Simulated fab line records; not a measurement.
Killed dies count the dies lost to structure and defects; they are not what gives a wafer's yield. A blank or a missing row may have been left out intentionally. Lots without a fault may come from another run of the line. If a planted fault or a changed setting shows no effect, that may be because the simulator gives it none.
fab line records	flow nand-harc
[record] lots = 11	wafers = 33	last-day = 33
route steps=1302 shown P_BONDPAD@368 A_CHANNEL_HOLE_D1@457
lots that met no fault: from a run of the same line without faults
start-h: the number of hours between the record's first day and the start of the first shown wafer of the lot	wait-h: hours elapsed since this lot's preceding step	" repeats the value in the row above	L1.1+2: a single row standing in for several wafers	- no value, or no start given	* or withheld: withheld	< > ~ a bound
route shown NAME@n: a module of which the file shows steps, and the number in the route of the first	usual: the fault-free wafers' mean and standard deviation	same: alike in all rows	chamber/n: place in a boat	sites: the reading at each site	_std_site: their standard deviation	_edge_site: mean of outer sites minus mean of inner sites	radius-mm: how far each site lies from the wafer's centre	mask NAME#n: copy n	behind: tool/chamber where the wafer was last shaped	hold: why the lot was held/for how many hours/how that ended	device: which transistor (n, p or np) failed to switch	end of line: at the end of the route, the tests of the same wafers	a step without rows: its recipe alone	killed: count of dies lost to structure and defects at first sort (not the wafer's yield)	map: a wafer's dies, marking killed ones x, the rest . and places with no die _
set.NAME: the setting as run; set.NAME@STEP: as run at that earlier step	model.NAME: the simulator's own value behind a step, which no gauge read
steps of the route over a sample of lots; a table a step, a row a wafer
services: a tool's chamber out of use, with start hour (start-h, from the record's first day; less than 0 if before it), hours out, and reason
[[steps]]
[step NHARC_P_BONDPAD_ETCH_37]
[recipe] target-depth-a = 600	overetch-a = 180	time-s = 65.91	ion-energy-ev = 200	n2-flow-sccm = 150	h2-flow-sccm = 150	ar-flow-sccm = 0	rf-w = 400	bias-w = 150	chemistry = N2/H2
[usual] drypump-motor-current-A = 5.92/0.28	oes-product-au = 1.000/0.015	rf-vpp-V = 430.9/2.5	showerhead-plenum-p-Torr = 2.05/0.084	throttle-valve-pct = 14.173/0.0084
lot.wafer	tool	chamber	start-h	wait-h	drypump-motor-current-A	oes-product-au	rf-hours-counter-h	rf-vpp-V	showerhead-plenum-p-Torr	throttle-valve-pct
L815.1	rie-diel-05	3	162.43	0.1	6.37	1.009	3.6	431.1	2.08	14.172
L815.4	"	2	"	"	5.37	0.998	4.1	430.1	2.02	14.174
L815.5	"	0	"	"	5.94	0.989	-	432.8	2.10	14.190
L819.4	rie-diel-12	0	214.29	0.1	5.93	1.008	2.9	429.3	1.99	14.173
L819.1	"	2	"	"	5.88	1.000	2.6	433.6	2.14	14.161
L819.6	"	0	"	"	5.96	1.005	-	428.2	1.99	14.170
L821.2	rie-diel-12	2	233.22	0.1	5.90	1.009	4.0	432.5	2.14	14.169
L821.3	"	3	"	"	5.58	1.003	4.4	432.1	2.07	14.169
L821.4	"	0	"	"	5.96	1.015	4.1	429.6	1.99	14.153
L822.2	rie-diel-05	3	240.63	0.1	6.35	1.003	0.0	432.1	2.08	14.170
L822.1	"	0	"	"	5.97	0.969	0.0	432.6	2.10	14.166
L822.6	"	0	"	"	5.95	0.966	-	431.7	2.10	14.176
L824.4	rie-diel-05	2	254.07	0.1	5.38	0.999	0.5	429.3	2.02	14.171
L824.6	"	3	"	"	6.35	0.999	-	432.1	2.08	14.166
L824.5	"	0	"	"	5.94	0.959	-	433.0	2.10	14.158
L828.4	rie-diel-12	1	302.42	0.1	5.84	1.000	0.7	432.6	2.17	14.172
L828.1	"	0	"	"	5.93	0.973	0.8	428.3	1.98	14.159
L828.5	"	1	"	"	5.82	0.998	-	434.1	2.17	14.168
L829.3	rie-diel-10	3	304.64	0.1	6.05	1.000	2.7	426.5	1.90	14.168
L829.4	"	0	"	"	5.91	1.007	2.1	428.3	2.00	14.172
L829.1	"	1	"	"	6.49	0.995	3.0	425.5	1.89	14.159
L830.3	rie-diel-05	2	321.00	0.1	5.37	1.008	4.2	429.7	2.02	14.161
L830.2	"	3	"	"	6.35	1.012	4.3	430.3	2.08	14.172
L830.4	"	1	"	"	5.96	0.998	4.1	433.6	2.14	14.170
L831.4	rie-diel-05	3	321.35	0.1	6.35	1.005	4.4	431.2	2.08	14.180
L831.2	"	1	"	"	5.95	0.998	4.2	433.8	2.14	14.181
L831.6	"	0	"	"	5.99	0.966	-	431.9	2.10	14.170
L832.4	rie-diel-05	3	335.09	0.1	6.38	1.010	4.6	431.8	2.08	14.186
L832.1	"	1	"	"	5.98	1.006	4.5	433.6	2.14	14.178
L832.6	"	0	"	"	5.95	0.981	-	431.6	2.10	14.185
L833.2	rie-diel-12	2	354.61	0.1	5.88	1.024	1.7	433.5	2.14	14.166
L833.6	"	2	"	"	5.91	1.022	-	433.9	2.14	14.168
L833.5	"	3	"	"	5.58	1.000	-	432.4	2.07	14.178
[step NHARC_A_CHANNEL_HOLE_D1_SOFTBAKE_05]
[recipe] temp-c = 105	time-s = 55
[usual] heater-power-total-W = 188.46/0.14
lot.wafer	tool	chamber	start-h	wait-h	heater-power-total-W
L815.1	litho-track-01	0	204	-	188.30
L815.4	"	0	"	"	188.33
L815.5	"	0	"	"	188.73
L819.1	litho-track-04	0	263	-	188.36
L819.4	"	0	"	"	188.42
L819.6	"	0	"	"	188.69
L821.2	litho-track-01	0	276	-	191.23
L821.3	"	0	"	"	191.50
L821.4	"	0	"	"	191.45
L822.1	litho-track-06	0	282	-	188.27
L822.2	"	0	"	"	188.78
L822.6	"	0	"	"	188.37
L824.4	litho-track-01	0	295	-	191.36
L824.5	"	0	"	"	191.55
L824.6	"	0	"	"	191.48
L829.1	litho-track-01	0	345	-	188.62
L829.3	"	0	"	"	188.49
L829.4	"	0	"	"	188.75
L828.1	litho-track-06	0	345	-	188.48
L828.4	"	0	"	"	188.54
L828.5	"	0	"	"	188.40
L831.2	litho-track-06	0	366	-	188.43
L831.4	"	0	"	"	188.48
L831.6	"	0	"	"	188.45
L830.2	litho-track-01	0	366	-	188.37
L830.3	"	0	"	"	188.42
L830.4	"	0	"	"	188.49
L832.1	litho-track-01	0	378	-	188.42
L832.4	"	0	"	"	188.68
L832.6	"	0	"	"	188.32
L833.2	litho-track-01	0	399	-	188.34
L833.5	"	0	"	"	188.44
L833.6	"	0	"	"	188.57
[step NHARC_A_CHANNEL_HOLE_D1_ETCH_20]
[recipe] bias-v = 3000	source-w = withheld	pressure-mtorr = 20	time-s = 361.9	ar-flow-sccm = 375	c4f8-flow-sccm = 89.3	o2-flow-sccm = 35.7	temp-c = -20	target-depth-a = 16000	chemistry = C4F8/O2/Ar
[usual] drypump-motor-current-A = 5.46/0.3	he-backside-leak-sccm = 5.9/0.91	o2-flow-sccm = 35.71/0.11	showerhead-plenum-p-Torr = 3.63/0.095	throttle-valve-pct = 32.156/0.0088
lot.wafer	tool	chamber	start-h	wait-h	drypump-motor-current-A	he-backside-leak-sccm	o2-flow-sccm	rf-hours-counter-h	showerhead-plenum-p-Torr	throttle-valve-pct
L815.1	har-etch-02	0	208.31	0.1	5.22	5.6	35.80	303	3.63	32.151
L815.4	"	0	"	"	5.22	5.4	35.70	-	3.63	32.154
L815.5	"	0	"	"	5.23	5.5	35.65	-	3.63	32.153
L819.1	har-etch-01	1	268.00	0.1	5.79	5.4	35.82	130	3.55	32.151
L819.4	"	0	"	"	5.14	5.2	35.76	-	3.63	32.152
L819.6	"	1	"	"	5.80	5.5	35.67	-	3.55	32.155
L821.2	har-etch-02	1	278.72	0.1	5.69	7.9	35.99	355	3.73	32.147
L821.3	"	0	"	"	5.22	6.6	35.53	-	3.61	32.159
L821.4	"	1	"	"	5.71	8.0	35.77	-	3.73	32.163
L822.1	har-etch-02	1	292.88	6.0	5.69	7.6	35.79	363	3.73	32.161
L822.2	"	0	"	"	5.20	6.8	35.79	348	3.60	32.151
L822.6	"	0	"	"	5.22	6.9	35.77	-	3.60	32.150
L824.4	har-etch-01	1	299.93	0.2	5.80	5.4	35.76	-	3.53	32.163
L824.5	"	1	"	"	5.82	5.4	35.64	-	3.53	32.160
L824.6	"	0	"	"	5.14	5.5	35.66	-	3.62	32.159
L829.1	har-etch-02	1	347.05	0.1	5.70	7.6	35.66	390	3.71	32.170
L829.3	"	1	"	"	5.75	7.8	35.60	-	3.71	32.169
L829.4	"	0	"	"	5.22	6.6	35.75	-	3.59	32.150
L828.1	har-etch-01	0	347.21	0.1	5.13	5.3	35.58	180	3.61	32.166
L828.4	"	1	"	"	5.81	5.6	35.82	-	3.52	32.172
L828.5	"	1	"	"	5.80	5.6	35.62	-	3.52	32.157
L831.2	har-etch-02	1	370.68	0.1	5.71	8.1	35.53	405	3.71	32.182
L831.4	"	0	"	"	5.23	6.5	35.87	-	3.58	32.147
L831.6	"	0	"	"	5.21	6.5	35.71	-	3.58	32.141
L830.2	har-etch-01	1	371.24	0.1	5.80	5.8	35.67	195	3.51	32.150
L830.3	"	0	"	"	5.13	5.6	35.43	-	3.60	32.147
L830.4	"	1	"	"	5.81	5.6	35.89	-	3.51	32.148
L832.1	har-etch-01	1	382.16	0.1	5.80	5.6	35.92	203	3.51	32.163
L832.4	"	1	"	"	5.79	5.5	35.85	-	3.51	32.157
L832.6	"	1	"	"	5.80	5.7	35.82	-	3.51	32.149
L833.2	har-etch-02	0	401.50	0.1	5.22	5.1	35.73	4	3.93	32.159
L833.5	"	1	"	"	5.69	4.3	35.68	-	3.70	32.165
L833.6	"	0	"	"	5.21	5.2	35.55	-	3.93	32.138
[step NHARC_A_CHANNEL_HOLE_D1_ETCH_24]
[recipe] bias-v = 5000	source-w = withheld	pressure-mtorr = 20	time-s = 906.2	ar-flow-sccm = 375	c4f8-flow-sccm = 93.8	o2-flow-sccm = 31.2	temp-c = -20	target-depth-a = 15000	chemistry = C4F8/O2/Ar
[usual] drypump-motor-current-A = 5.46/0.3	he-backside-leak-sccm = 6.0/0.98	o2-flow-sccm = 31.21/0.078	showerhead-plenum-p-Torr = 3.63/0.094	throttle-valve-pct = 32.235/0.0093
lot.wafer	tool	chamber	start-h	wait-h	drypump-motor-current-A	he-backside-leak-sccm	o2-flow-sccm	rf-hours-counter-h	showerhead-plenum-p-Torr	throttle-valve-pct
L815.1	har-etch-02	0	210.33	0.6	5.22	6.5	31.18	305	3.62	32.230
L815.4	"	0	"	"	5.22	6.3	31.20	-	3.62	32.244
L815.5	"	0	"	"	5.21	6.7	31.15	-	3.62	32.229
L819.1	har-etch-01	1	270.09	0.6	5.79	5.5	31.22	132	3.54	32.240
L819.4	"	0	"	"	5.12	5.3	31.14	-	3.63	32.238
L819.6	"	1	"	"	5.80	5.4	31.35	-	3.54	32.238
L821.2	har-etch-02	1	280.80	0.6	5.70	7.7	31.11	358	3.73	32.231
L821.3	"	0	"	"	5.22	6.3	31.18	-	3.60	32.236
L821.4	"	1	"	"	5.68	7.7	31.18	-	3.73	32.228
L822.1	har-etch-02	1	294.88	0.6	5.70	7.7	31.35	365	3.72	32.235
L822.2	"	0	"	"	5.22	6.4	31.18	350	3.60	32.234
L822.6	"	0	"	"	5.22	6.6	31.09	-	3.60	32.236
L824.4	har-etch-01	1	302.10	0.6	5.79	5.3	31.31	-	3.53	32.231
L824.5	"	1	"	"	5.79	5.4	31.29	-	3.53	32.239
L824.6	"	0	"	"	5.14	5.5	31.20	-	3.61	32.238
L829.1	har-etch-02	1	349.08	0.6	5.68	8.0	31.18	392	3.71	32.232
L829.3	"	1	"	"	5.68	8.3	31.28	-	3.71	32.242
L829.4	"	0	"	"	5.21	6.7	31.14	-	3.58	32.243
L828.1	har-etch-01	0	349.22	0.6	5.12	5.5	31.06	182	3.60	32.237
L828.4	"	1	"	"	5.80	5.7	31.21	-	3.52	32.247
L828.5	"	1	"	"	5.80	5.6	31.21	-	3.52	32.247
L831.2	har-etch-02	1	372.78	0.6	5.67	7.4	31.36	407	3.70	32.230
L831.4	"	0	"	"	5.21	6.7	31.25	-	3.58	32.239
L831.6	"	0	"	"	5.22	6.8	31.18	-	3.58	32.238
L830.2	har-etch-01	1	373.35	0.6	5.81	5.6	31.11	197	3.51	32.227
L830.3	"	0	"	"	5.12	5.7	31.31	-	3.59	32.244
L830.4	"	1	"	"	5.81	5.7	31.19	-	3.51	32.218
L832.1	har-etch-01	1	384.25	0.6	5.81	5.5	31.25	205	3.51	32.227
L832.4	"	1	"	"	5.81	5.5	31.28	-	3.51	32.237
L832.6	"	1	"	"	5.80	5.7	31.13	-	3.50	32.241
L833.2	har-etch-02	0	403.61	0.6	5.19	5.2	31.11	6	3.92	32.250
L833.5	"	1	"	"	5.69	4.7	31.24	-	3.69	32.239
L833.6	"	0	"	"	5.19	5.0	31.09	-	3.92	32.240
[[services]]
tool	chamber	start-h	hours	kind
rie-diel-12	1	139.26	4.8	repair
rie-diel-12	2	146.82	6.7	repair
litho-track-01	-	155.00	7.0	pm
rie-diel-12	1	159.29	3.9	repair
litho-track-06	-	179.00	7.0	pm
litho-track-04	-	203.00	7.0	pm
rie-diel-12	0	208.82	1.9	repair
rie-diel-05	3	216.91	8.7	repair
rie-diel-05	-	229.93	9.0	pm
rie-diel-10	-	242.50	9.0	pm
rie-diel-12	3	264.07	2.9	repair
rie-diel-12	-	268.49	9.0	pm
rie-diel-10	-	276.55	0.3	repair
rie-diel-10	0	281.81	17.0	repair
rie-diel-12	-	299.90	0.9	repair
litho-track-01	-	330.00	7.0	pm
rie-diel-12	1	345.71	34.8	repair
litho-track-06	-	354.00	7.0	pm
rie-diel-05	1	359.38	5.8	repair
rie-diel-12	0	377.73	22.0	repair
har-etch-02	-	378.86	17.0	pm
rie-diel-05	3	390.73	10.3	repair
rie-diel-12	1	394.28	4.0	repair
rie-diel-12	3	399.81	35.5	repair
[[key]]
[first-sign] step = NHARC_A_CHANNEL_HOLE_D1_SOFTBAKE_05	reading = heater-power-total-W	direction = up	sigmas = 21	usual = *	struck = *
effect none on later readings
met-at NHARC_A_CHANNEL_HOLE_D1_SOFTBAKE_05
struck-lots L821,L824
tester-left-out L821,L824
[loop-trim] step = NHARC_A_CHANNEL_HOLE_D1_EXPOSE_07	setting = dose	lots = L824
not-acting-at NHARC_P_BONDPAD_ETCH_37,NHARC_A_CHANNEL_HOLE_D1_ETCH_20,NHARC_A_CHANNEL_HOLE_D1_ETCH_24
onset-between 204 276
[fault] kind = process-parameter-drift	tool = litho-track-01	chamber = -	onset-h = 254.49	steps = NHARC_A_CHANNEL_HOLE_D1_SOFTBAKE_05	channel = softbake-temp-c	offset = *	shape = step	end-h = 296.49	acts-in = *	stated = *
// tester-left-out: of these lots the tester's yield and bins aren't shown, on N5 and GAA mostly nor the transistor test; their killed dies are dies lost to structure and defects alone, not to doping, threshold or leakage, so they don't give the yield
// loop-trim: a control loop set the setting to another value than it would have without faults
